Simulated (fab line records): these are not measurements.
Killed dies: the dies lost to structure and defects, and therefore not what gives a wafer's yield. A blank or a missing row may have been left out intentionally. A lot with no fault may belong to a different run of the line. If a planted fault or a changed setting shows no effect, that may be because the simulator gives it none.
Chamber matching / flow n5-finfet / N5_BEOL_M9_PECVD_70 on pecvd-03 has 3 sister chambers
The step deposits SiO2 from TEOS/O2, target thk 20 nm, time 22.7 s. 3 wafers are shown with their chamber, then 7 later ones without.

WAFERS PAIRED WITH THEIR CHAMBERS
wafer=L076.5; chamber=1; throttle-valve-pct (%)=23.9
wafer=L081.1; chamber=0; throttle-valve-pct (%)=23.7
wafer=L081.3; chamber=2; throttle-valve-pct (%)=20.7

WAFERS WITHOUT THEIR CHAMBER
wafer=L081.5; throttle-valve-pct (%)=21.0
wafer=L095.1; throttle-valve-pct (%)=21.0
wafer=L095.3; throttle-valve-pct (%)=23.8
wafer=L095.5; throttle-valve-pct (%)=21.1
wafer=L097.2; throttle-valve-pct (%)=23.7
wafer=L097.4; throttle-valve-pct (%)=23.7
wafer=L097.6; throttle-valve-pct (%)=21.0

WHICH CHAMBER EACH ONE RAN IN
wafer=L081.5; from the rows above=2; in truth=2
wafer=L095.1; from the rows above=2; in truth=2
wafer=L095.3; from the rows above=can't be placed: 1 or 0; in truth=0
wafer=L095.5; from the rows above=2; in truth=2
wafer=L097.2; from the rows above=can't be placed: 0 or 1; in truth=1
wafer=L097.4; from the rows above=can't be placed: 0 or 1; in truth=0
wafer=L097.6; from the rows above=2; in truth=2
Correct placement for 4 of the 7. From these rows, 3 cannot be placed; in 3 the true chamber is one of the candidates. Placed wrongly: 0.
How it was worked out, from the rows above alone: a wafer's distance from a chamber is the root of the sum, over the readings, of the square of ((its reading less the chamber's mean) divided by the reading's scatter). If the next closest chamber is less than 2 further off than the closest, the wafer can't be placed; otherwise it belongs to the closest. For every chamber, the mean is computed from those of its wafers that are shown. The scatter (one wafer shown for each chamber): square how far every hidden wafer sits from the nearest shown wafer, average those squares and take the square root.
